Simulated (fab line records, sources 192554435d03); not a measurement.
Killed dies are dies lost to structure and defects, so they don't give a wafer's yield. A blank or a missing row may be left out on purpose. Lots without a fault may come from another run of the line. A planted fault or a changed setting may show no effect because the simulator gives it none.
fab line records | flow n5_finfet
record lots=5 wafers=15 last_day=17
route steps=1938 shown BEOL_M4@1104 BEOL_M5@1112 PASSIVATION@1936
lots that met no fault: from a run of the same line without faults
start_h: hours from the record's first day to the start of the lot's first wafer shown | wait_h: hours since the lot's step before | " the same as in the row above | L1.1+2: a row that stands for several wafers | - no value, or no start given | * or withheld: withheld | < > ~ a bound
route shown NAME@n: a module of which the file shows steps, and the number in the route of the first | usual: mean/standard deviation of fault-free wafers | same: alike in all rows | chamber/n: place in a boat | sites: the reading at each site | _std_site: their standard deviation | _edge_site: outer sites' mean less inner sites' | radius_mm: how far each site lies from the wafer's centre | mask NAME#n: copy n | behind: the tool/chamber that last shaped the wafer | hold: why the lot was held/for how many hours/how that ended | device: the transistor (n, p or np) that didn't switch | end of line: the same wafers' tests at the end of the route | a step without rows: its recipe alone | killed: dies lost to structure and defects at the first sort, not the wafer's yield | map: a wafer's dies, x killed, . not, _ none there
set.NAME: the setting as run; set.NAME@STEP: as run at that earlier step | model.NAME: the simulator's own value behind a step, which no gauge read
lots at some steps of the route; a table a step, a row a wafer
services: from which hour (start_h, from the record's first day; less than 0 if before it) a tool's chamber was out of use, for how many hours, and why
## steps
# step N5_BEOL_M4_THK_MEAS_53
# recipe thk_meas_gauge=xrf reads=Cu_of_BEOL_M4_ECD_50
# usual M4_THK=40.5/1.8
# columns lot.wafer tool chamber start_h wait_h M4_THK[nm]
L371.2 film_metro-01 - 183.17 - 41.7
L371.4 " - " " 42.5
L371.6 " - " " 44.3
L376.1 film_metro-02 - 203.82 - 41.6
L376.2 " - " " 40.7
L376.5 " - " " 40.6
L382.1 film_metro-02 - 250.90 - 41.4
L382.2 " - " " 37.7
L382.4 " - " " 42.0
L386.1 film_metro-02 - 260.18 - 40.9
L386.3 " - " " 44.5
L386.5 " - " " 41.3
L392.2 film_metro-01 - 303.23 - 40.4
L392.3 " - " " 41.9
L392.4 " - " " 40.1
# step N5_BEOL_M4_PRE_CLEAN_60
# recipe gas=NH3/H2 time_s=15 temp_c=* rf_power_w=300
# usual heater_power_w=93/26
# columns lot.wafer tool chamber start_h wait_h heater_power_w
L371.2 cvd_co-01 0 183.20 0.0 122
L371.4 " 0 " " 122
L371.6 " 1 " " 68
L376.1 cvd_co-01 2 203.86 0.0 82
L376.2 " 1 " " 71
L376.5 " 2 " " 82
L382.1 cvd_co-01 0 250.94 0.0 125
L382.2 " 1 " " 68
L382.4 " 0 " " 126
L386.1 cvd_co-02 1 260.37 0.2 130
L386.3 " 0 " " 60
L386.5 " 1 " " 130
L392.2 cvd_co-01 2 303.27 0.0 83
L392.3 " 1 " " 70
L392.4 " 0 " " 128
# step N5_BEOL_M4_CO_CAP_55
# recipe material=Co target_thk_a=20 temp_c=200 precursor=CCTBA/H2 pressure_torr=30 time_s=102.1
# usual heater_power_w=246/32
# columns lot.wafer tool chamber start_h wait_h heater_power_w
L371.2 cvd_co-01 0 183.24 0.0 286
L371.4 " 0 " " 292
L371.6 " 1 " " 213
L376.1 cvd_co-01 2 203.90 0.0 235
L376.2 " 1 " " 221
L376.5 " 2 " " 234
L382.1 cvd_co-01 0 250.98 0.0 286
L382.2 " 1 " " 217
L382.4 " 0 " " 285
L386.1 cvd_co-02 1 260.41 0.0 291
L386.3 " 0 " " 206
L386.5 " 1 " " 295
L392.2 cvd_co-01 2 303.31 0.0 237
L392.3 " 1 " " 218
L392.4 " 0 " " 286
# step N5_BEOL_M4_PRE_CLEAN_56
# recipe gas=NH3 time_s=15 temp_c=withheld rf_power_w=300
# step N5_BEOL_M4_DEP_57
# recipe material=SiCN target_thk_a=80 temp_c=withheld precursor=3MS/NH3 pressure_torr=3 rf_w=202 time_s=14
# step N5_BEOL_M4_RS_MEAS_58
# recipe thk_meas_gauge=four-point-probe reads=Co_of_BEOL_M4_CO_CAP_55+Cu_of_BEOL_M4_ECD_50+Co_of_BEOL_M4_CVD_47+TaN_of_BEOL_M4_ALD_84
# usual M4_RS=0.65/0.036
# columns lot.wafer tool chamber start_h wait_h M4_RS[ohm/sq]
L371.2 film_metro-02 - 183.43 0.1 0.63
L371.4 " - " " 0.61
L371.6 " - " " 0.58
L376.1 film_metro-02 - 204.08 0.0 0.65
L376.2 " - " " 0.66
L376.5 " - " " 0.66
L382.1 film_metro-02 - 251.16 0.0 0.63
L382.2 " - " " 0.71
L382.4 " - " " 0.62
L386.1 film_metro-01 - 260.60 0.1 0.65
L386.3 " - " " 0.59
L386.5 " - " " 0.65
L392.2 film_metro-01 - 303.52 0.1 0.66
L392.3 " - " " 0.63
L392.4 " - " " 0.66
# step N5_BEOL_M4_INSPECT_59
# recipe inspect_instrument=darkfield mode=post_dep
# usual raw_defect_count=80/30
# columns lot.wafer tool chamber start_h wait_h raw_defect_count
L371.2 defect_inspect-02 - 183.46 0.0 110
L371.4 " - " " 75
L371.6 " - " " 112
L376.1 defect_inspect-01 - 204.11 0.0 73
L376.2 " - " " 100
L376.5 " - " " 87
L382.1 defect_inspect-01 - 251.18 0.0 65
L382.2 " - " " 47
L382.4 " - " " 48
L386.1 defect_inspect-01 - 260.62 0.0 66
L386.3 " - " " 70
L386.5 " - " " 64
L392.2 defect_inspect-01 - 303.55 0.0 97
L392.3 " - " " 131
L392.4 " - " " 74
# step N5_BEOL_M4_RC_MEAS_101
# usual DIBL_N=35.4/2.1 DIBL_P=34.8/2.6 IOFF_N=0.15/0.037 IOFF_P=0.19/0.037 ION_N=677/16 ION_P=462/9.3 SS_N=71.4/0.75 SS_P=72.9/0.77 VT_N=250/3.7 VT_P=-251/3.5
# columns lot.wafer tool chamber start_h wait_h DIBL_N[mV/V] DIBL_P[mV/V] IOFF_N[nA/um] IOFF_P[nA/um] ION_N[uA/um] ION_P[uA/um] SS_N[mV/dec] SS_P[mV/dec] VT_N[mV] VT_P[mV]
L371.2 prober-01 0 183.64 0.2 35.6 34.7 0.15 0.15 657 443 71.1 72.8 250 -256
L371.4 " 0 " " 37.5 38.6 0.18 0.20 690 464 71.5 73.8 250 -254
L371.6 " 0 " " 35.6 34.8 0.14 0.14 680 450 70.7 72.5 251 -256
L376.1 prober-02 0 204.14 0.0 38.2 39.3 0.21 0.27 688 476 71.7 74.3 243 -247
L376.2 " 0 " " 31.5 31.1 0.10 0.14 655 455 70.4 71.9 253 -256
L376.5 " 0 " " 34.1 33.8 0.13 0.18 675 458 71.5 72.8 251 -250
L382.1 prober-02 0 251.21 0.0 35.4 34.5 0.16 0.18 686 469 71.9 72.8 250 -249
L382.2 " 0 " " 36.9 36.9 0.18 0.22 691 473 71.5 73.6 247 -248
L382.4 " 0 " " 37.4 35.8 0.16 0.19 667 453 72.0 72.2 250 -251
L386.1 prober-02 0 260.65 0.0 36.6 35.0 0.14 0.18 642 445 71.3 73.3 252 -255
L386.3 " 0 " " 35.0 32.9 0.11 0.13 649 440 71.7 71.8 257 -259
L386.5 " 0 " " 38.2 37.5 0.18 0.20 656 450 72.4 73.2 252 -254
L392.2 prober-01 0 303.96 0.4 34.6 33.3 0.14 0.18 689 466 70.8 73.1 249 -250
L392.3 " 0 " " 34.0 33.2 0.13 0.18 675 467 71.4 72.7 251 -249
L392.4 " 0 " " 36.0 35.2 0.17 0.20 711 477 71.4 73.9 246 -252
# step N5_BEOL_M5_ILD_DEP_00
# recipe material=SiCOH_lowk target_thk_a=1406.4 temp_c=300 precursor=DEMS/porogen pressure_torr=5 rf_w=500 time_s=25.9
# usual heater_power_w=324/46 showerhead_plenum_p_Torr=5.733/0.016 showerhead_vpp_V=1375/61 throttle_valve_pct=13.4/0.77
# columns lot.wafer tool chamber start_h wait_h heater_power_w showerhead_plenum_p_Torr showerhead_vpp_V throttle_valve_pct
L371.2 pecvd-01 2 184.46 0.7 292 5.720 1349 14.2
L371.4 " 2 " " 301 5.739 1358 14.0
L371.6 " 0 " " 388 5.725 1530 12.7
L376.1 pecvd-03 1 205.11 0.8 344 5.716 1357 13.7
L376.2 " 2 " " 394 5.756 1449 13.2
L376.5 " 1 " " 333 5.718 1367 14.0
L382.1 pecvd-04 0 252.18 0.8 303 5.717 1313 13.2
L382.2 " 2 " " 284 5.735 1396 13.0
L382.4 " 0 " " 314 5.722 1329 13.2
L386.1 pecvd-01 1 261.62 0.8 278 5.723 1339 14.9
L386.3 " 0 " " 364 5.729 1510 13.0
L386.5 " 2 " " 309 5.728 1330 12.3
L392.2 pecvd-01 2 304.77 0.7 298 5.734 1361 12.5
L392.3 " 1 " " 275 5.723 1341 15.1
L392.4 " 0 " " 358 5.730 1515 13.1
# step N5_BEOL_M5_CURE_79
# recipe temp_c=385 time_s=240 ambient=He/Ar material=SiCOH_lowk
# usual lamp_power_pct=52.31/0.059 wafer_temp_C_max=386.9/0.54
# columns lot.wafer tool chamber start_h wait_h lamp_power_pct wafer_temp_C_max
L371.2 uv_cure-01 1 184.60 0.1 52.27 386.6
L371.4 " 1 " " 52.28 386.1
L371.6 " 1 " " 52.38 386.2
L376.1 uv_cure-03 0 205.17 0.0 52.31 386.4
L376.2 " 0 " " 52.34 387.6
L376.5 " 0 " " 52.28 386.5
L382.1 uv_cure-02 2 252.24 0.0 52.37 387.5
L382.2 " 2 " " 52.36 387.6
L382.4 " 2 " " 52.30 387.8
L386.1 uv_cure-01 0 261.68 0.0 52.27 387.3
L386.3 " 0 " " 52.25 387.2
L386.5 " 0 " " 52.33 387.6
L392.2 uv_cure-02 0 304.91 0.1 52.30 386.2
L392.3 " 0 " " 52.31 386.7
L392.4 " 0 " " 52.29 387.0
# step N5_BEOL_M5_THK_MEAS_01
# recipe reads=SiCOH_lowk_of_BEOL_M5_ILD_DEP_00
# usual M5_ILD_THK=120.7/1.8
# columns lot.wafer tool chamber start_h wait_h M5_ILD_THK[nm]
L371.2 film_metro-02 - 185.03 0.4 123.1
L371.4 " - " " 124.7
L371.6 " - " " 123.3
L376.1 film_metro-02 - 205.68 0.4 117.4
L376.2 " - " " 120.4
L376.5 " - " " 120.4
L382.1 film_metro-01 - 252.77 0.4 120.0
L382.2 " - " " 119.1
L382.4 " - " " 123.8
L386.1 film_metro-02 - 262.19 0.4 120.0
L386.3 " - " " 119.5
L386.5 " - " " 119.6
L392.2 film_metro-02 - 305.34 0.4 119.4
L392.3 " - " " 117.7
L392.4 " - " " 123.7
# step N5_BEOL_M5_PECVD_70
# recipe material=SiO2 target_thk_a=160 temp_c=400 precursor=TEOS/O2 pressure_torr=5.5 rf_w=450 teos_flow_sccm=53.8 gas=O2 flow_sccm=3000 time_s=18
# step N5_BEOL_M5_HM_DEP_02
# recipe material=TiN target_thk_a=200 temp_c=25 chamber_pressure_pa=0.49996
# usual throttle_valve_pct=30.5/0.91
# columns lot.wafer tool chamber start_h wait_h throttle_valve_pct
L371.2 pvd_sputter-03 - 186.57 1.5 29.0
L371.4 " - " " 31.9
L371.6 " - " " 31.2
L376.1 pvd_sputter-02 - 208.63 2.9 30.5
L376.2 " - " " 29.7
L376.5 " - " " 30.6
L382.1 pvd_sputter-02 - 254.35 1.5 30.4
L382.2 " - " " 30.0
L382.4 " - " " 30.3
L386.1 pvd_sputter-03 - 265.42 3.2 29.6
L386.3 " - " " 32.2
L386.5 " - " " 28.9
L392.2 pvd_sputter-03 - 306.53 1.1 29.0
L392.3 " - " " 29.8
L392.4 " - " " 31.2
# step N5_BEOL_M5_COAT_59
# recipe resist=SOC temp_c=250 time_s=60 spin_rpm=1500 resist_thk_nm=60
# step N5_BEOL_M5_COAT_60
# recipe resist=SiARC temp_c=220 time_s=60 spin_rpm=1500 resist_thk_nm=12
# step N5_BEOL_M5_COAT_71
# recipe resist=underlayer temp_c=205 time_s=60 spin_rpm=1500 resist_thk_nm=5
# step N5_BEOL_M5_COAT_05
# recipe resist=CAR-EUV spin_rpm=1500 resist_thk_nm=30
# step N5_BEOL_M5_EBR_07
# recipe solvent=PGMEA ebr_width_mm=1.5
# step N5_BEOL_M5_SOFTBAKE_06
# recipe temp_c=110 time_s=60 resist=CAR-EUV
# step N5_BEOL_M5_EXPOSE_08
# recipe mask_id=M5 na=0.33 source_shape=annular sigma_inner=0.4 sigma_outer=0.8 polarization=unpolarized target_cd_nm=28 dose_mj=35.75
# step N5_BEOL_M5_PEB_09
# recipe peb_temp_c=100 peb_time_s=60 resist=CAR-EUV
# step N5_BEOL_M5_DEVELOP_10
# recipe develop_time_s=30 developer=TMAH resist=CAR-EUV rinse_liquid=surfactant_rinse dry=air_spin dev_temp_c=23
# step N5_BEOL_M5_CD_MEAS_11
# recipe target_cd_nm=27.74 landing_energy_ev=500 detector=se_inlens
# usual cd_nm=28.03/0.27
# columns lot.wafer tool chamber start_h wait_h cd_nm
L371.2 cd_sem-02 0 186.97 - 27.64
L371.4 " 0 " " 27.98
L371.6 " 0 " " 27.95
L376.1 cd_sem-03 0 209.02 - 28.37
L376.2 " 0 " " 28.42
L376.5 " 0 " " 27.75
L382.1 cd_sem-03 0 254.74 - 27.81
L382.2 " 0 " " 28.00
L382.4 " 0 " " 28.12
L386.1 cd_sem-03 0 265.83 - 27.97
L386.3 " 0 " " 27.92
L386.5 " 0 " " 27.89
L392.2 cd_sem-03 0 307.13 - 27.87
L392.3 " 0 " " 27.94
L392.4 " 0 " " 28.08
# step N5_BEOL_M5_OVL_MEAS_12
# recipe points_per_wafer=522
# usual M5_OVL=0.1/0.75
# columns lot.wafer tool chamber start_h wait_h M5_OVL[nm]
L371.2 overlay-02 0 187.00 0.0 -0.3
L371.4 " 0 " " 0.7
L371.6 " 0 " " 0.2
L376.1 overlay-01 0 209.05 0.0 0.0
L376.2 " 0 " " 0.3
L376.5 " 0 " " -0.9
L382.1 overlay-01 0 254.77 0.0 0.2
L382.2 " 0 " " 0.8
L382.4 " 0 " " 1.0
L386.1 overlay-01 0 265.86 0.0 -0.2
L386.3 " 0 " " 0.4
L386.5 " 0 " " 0.0
L392.2 overlay-02 0 307.16 0.0 0.3
L392.3 " 0 " " 0.0
L392.4 " 0 " " 1.1
# step N5_BEOL_M5_INSPECT_13
# recipe mode=adi inspect_instrument=brightfield
# usual raw_defect_count=411/79
# columns lot.wafer tool chamber start_h wait_h raw_defect_count
L371.2 defect_inspect-02 - 187.05 0.0 488
L371.4 " - " " 571
L371.6 " - " " 521
L376.1 defect_inspect-02 - 209.11 0.1 406
L376.2 " - " " 400
L376.5 " - " " 375
L382.1 defect_inspect-01 - 254.83 0.1 707
L382.2 " - " " 282
L382.4 " - " " 477
L386.1 defect_inspect-01 - 265.91 0.1 378
L386.3 " - " " 383
L386.5 " - " " 314
L392.2 defect_inspect-02 - 307.21 0.0 471
L392.3 " - " " 565
L392.4 " - " " 408
# step N5_BEOL_M5_DESCUM_16
# recipe chemistry=O2 time_s=7 source_power_w=50 bias_power_w=20 pressure_mtorr=20 rf_frequency_hz=2.712e+07 temp_c=40 resist=CAR-EUV o2_flow_sccm=225
# usual drypump_motor_current_A=5.5/0.45 oes_product_au=0.79/0.089 rf_vpp_V=242.8/1.2 showerhead_plenum_p_Torr=2.06/0.069 throttle_valve_pct=20.48/0.3
# columns lot.wafer tool chamber start_h wait_h drypump_motor_current_A oes_product_au rf_hours_counter_h rf_vpp_V showerhead_plenum_p_Torr throttle_valve_pct
L371.2 rie_diel-02 0 187.09 0.0 6.0 0.75 176 243.7 2.06 20.65
L371.4 " 2 " " 5.8 0.66 228 242.1 2.04 20.00
L371.6 " 0 " " 6.0 0.75 - 242.6 2.06 20.67
L376.1 rie_diel-04 2 209.42 0.3 6.1 0.69 231 244.6 2.16 20.90
L376.2 " 3 " " 5.3 0.70 218 242.2 2.16 20.32
L376.5 " 1 " " 6.5 0.78 - 243.4 2.12 20.25
L382.1 rie_diel-06 3 254.86 0.0 5.3 0.70 197 240.5 1.97 20.60
L382.2 " 0 " " 5.3 0.81 84 242.5 2.04 20.77
L382.4 " 0 " " 5.3 0.82 - 242.9 2.04 20.79
L386.1 rie_diel-02 0 265.95 0.0 6.0 0.73 199 244.3 2.05 20.69
L386.3 " 3 " " 5.0 0.75 153 242.6 1.99 20.80
L386.5 " 1 " " 5.9 0.82 - 242.6 2.03 20.22
L392.2 rie_diel-02 3 307.72 0.5 5.1 0.74 168 240.8 1.99 20.85
L392.3 " 2 " " 5.8 0.93 9 242.8 2.03 19.85
L392.4 " 1 " " 5.9 0.81 109 242.0 2.02 20.25
# step N5_PASSIVATION_PROBE_49
# usual defect_limited_yield=90.5/1.7 killed_at_M0_to_M3=37/12 killed_at_M4_up=14/5.2 killed_at_contacts=12/5.9 killed_at_front_end=45/14 killed_at_other=3.5/2.8 killed_dies=112/21 killed_open=73/15 killed_short=36/8.9 sort_bin_5_function=5.6/1.2 sort_bin_6_memory=3.5/0.68 sort_bin_8_speed=0.01/0.1 sort_n_pass=1068/21 sort_yield_pct=90.5/1.8
# same gross_dies=1180 killed_at_back_side=0 sort_bin_4_leakage[%]=0
# columns lot.wafer tool chamber start_h wait_h defect_limited_yield[%] killed_at_M0_to_M3 killed_at_M4_up killed_at_contacts killed_at_front_end killed_at_other killed_dies killed_open killed_short sort_bin_5_function[%] sort_bin_6_memory[%] sort_bin_8_speed[%] sort_n_pass sort_yield_pct[%]
L376.1 prober-02 - 319.63 0.0 88.0 50 8 6 76 2 142 88 54 7.4 3.9 0 1038 88.0
L376.2 prober-02 - 319.68 0.1 88.8 37 16 1 76 2 132 79 44 6.4 4.1 0 1048 88.8
L376.5 prober-02 - 319.83 0.2 89.6 44 8 11 59 1 123 82 38 6.1 3.6 0 1057 89.6
L382.1 prober-02 - 361.08 0.0 84.2 22 103 10 49 2 186 61 40 10.1 3.9 0 994 84.2
# killed by level:class
L376.1 FIN_SAQP:geometric_particle:open=22 STI_FIN_REVEAL:geometric_particle:open=21 BEOL_M0_SAQP:geometric_particle:open=18 BEOL_M0_SAQP:geometric_particle:short=18 FIN_SAQP:geometric_particle:short=11 GATE_CUT:geometric_particle:short=11 BEOL_M3:geometric_particle:open=5 GATE_CUT:geometric_particle:open=4
L376.2 STI_FIN_REVEAL:geometric_particle:open=26 BEOL_M0_SAQP:geometric_particle:open=17 FIN_SAQP:geometric_particle:short=12 BEOL_M0_SAQP:geometric_particle:short=12 FIN_SAQP:geometric_particle:open=10 BEOL_M4:geometric_particle:open=9 HKMG_FIN:area_etch=8 STI_FIN_REVEAL:geometric_particle:short=7
L376.5 STI_FIN_REVEAL:geometric_particle:open=22 BEOL_M0_SAQP:geometric_particle:short=17 BEOL_M0_SAQP:geometric_particle:open=13 FIN_SAQP:geometric_particle:open=12 FIN_SAQP:geometric_particle:short=11 MOL_CONTACT_COAG:geometric_particle:open=11 BEOL_M2:geometric_particle:open=8 STI_FIN_REVEAL:geometric_particle:short=4
L382.1 BEOL_M5:unspecified=83 FIN_SAQP:geometric_particle:open=10 BEOL_M0_SAQP:geometric_particle:open=9 BEOL_M4:geometric_particle:open=8 FIN_SAQP:geometric_particle:short=7 GATE_CUT:geometric_particle:open=7 GATE_CUT:geometric_particle:short=6 BEOL_M0_SAQP:geometric_particle:short=6
# map L382.1 (x killed, . not)
_________________.........xxx________________
______________...x..x.x..xxxxxxx_____________
___________.............xxxxxxxxxxx__________
__________........x.....xxxxxxxxxxxx_________
________......x........xxxxxxxxxxxxx.._______
_______....xx..xx......xxxxxxxxxxxx..x.______
______.............x.....xxxxxxxxx......_____
_____x............x.x....xxxxxxxxx.x.....____
____............x...xx...xx....x.x........___
___........x......x.........xx.x...........__
___.......x..................x.x...........__
__........x..................x........x.x..._
__...x..x....xx.................x........x.._
_x........x.x............x...........x..xx...
_...................x..............x.........
_...........x.x.............x...x......x.x...
_.........x...x.........x....................
_x...........................................
_x..x........x..................x..x.........
_..x.x....x......x..x.....x.x................
_x.....x.............x............x...x..x...
__.x.x.....x.......x...........x............_
__.........x......x........x..........x....._
___......x.......x...x.....................__
___..............................xx........__
____........x...........x.............x...___
_____.x.........x........................____
______..............xxx................._____
_______...x............x...............______
________............x.............x..._______
__________..x...x.......x....x......_________
___________......x.................__________
______________..........x...x..._____________
_________________............________________
# map L376.1 (x killed, . not)
_________________....x....x..________________
______________x..x..x....x......_____________
___________......x.........x.......__________
__________x.xx.......x..........x..x_________
________.x.......x.............x...x.._______
_______x....xx...........x.............______
______...........x..xx......x.......x..._____
_____.....xx......................x....x.____
____....x...................xx...........x___
___.x..................x............x......__
___......x..........x......x...x...x......x__
__x............x...........x............x..._
__............x...x..x.....x...xx..........._
_................x.x......x..x...............
_.xx..x.x....................................
_..........xx...................x............
_....x...........x..xxx.....x......x......x..
_......................x.x.........x....x.x.x
_..x.x.........x.......x..x..x..x..x.x.......
_..........x..................x..............
_x...x......x.xx..x.........x...xx.x...x.....
__.x....................................x..._
__...x....x...............xx................_
___.......x...x.x.x...x...............x....__
___...............x.....x..........x.......__
____...............x........x.............___
_____..x....x.................x..........____
______............x........x.x.........._____
_______.............x..........x...x...______
________....x.....x.........x...x.x..._______
__________x..x..x......x............_________
___________....x...................__________
______________...x...........x.._____________
_________________....x..xx...________________
## services
# columns tool chamber start_h hours kind
pecvd-03 - 161.43 0.3 repair
pecvd-04 1 170.87 13.4 repair
rie_diel-02 1 177.11 5.9 repair
uv_cure-03 - 178.85 7.5 pm
rie_diel-06 1 184.00 81.3 repair
uv_cure-03 - 186.40 2.1 pm
rie_diel-02 3 191.84 6.5 repair
rie_diel-04 2 198.53 2.8 repair
pecvd-01 2 202.38 - clean
pecvd-01 2 202.38 - consumable_replace:showerhead
pecvd-03 - 217.15 98.4 repair
rie_diel-06 2 218.19 13.6 repair
rie_diel-06 0 220.16 6.2 repair
pecvd-01 1 234.87 10.4 repair
rie_diel-02 3 243.66 9.1 repair
rie_diel-02 2 249.10 3.6 repair
pecvd-04 - 255.35 2.8 pm
rie_diel-06 - 266.11 2.8 pm
rie_diel-04 0 266.58 4.5 repair
uv_cure-02 - 267.85 9.5 repair
uv_cure-03 - 280.33 3.0 repair
pvd_sputter-02 - 288.91 7.9 repair
uv_cure-01 - 298.16 1.0 pm
pvd_sputter-02 - 303.50 6.2 repair
## key
first_sign step=N5_BEOL_M5_INSPECT_13 reading=raw_defect_count direction=up sigmas=3.7 usual=411 struck=707
effect step=N5_PASSIVATION_PROBE_49 reading=killed_at_M4_up direction=up sigmas=17 usual=14 struck=103
more_kills_born_at N5_BEOL_M5_HM_DEP_02@pvd_sputter-02=83
met_at N5_BEOL_M5_HM_DEP_02
struck_wafers L382.1
onset_between 208.63 254.35
fault kind=chamber_particle_source tool=pvd_sputter-02 chamber=- onset_h=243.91 steps=N5_BEOL_M5_HM_DEP_02 rate_per_visit_cm2=0.55494 end_h=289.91 scope=struck_wafers_only
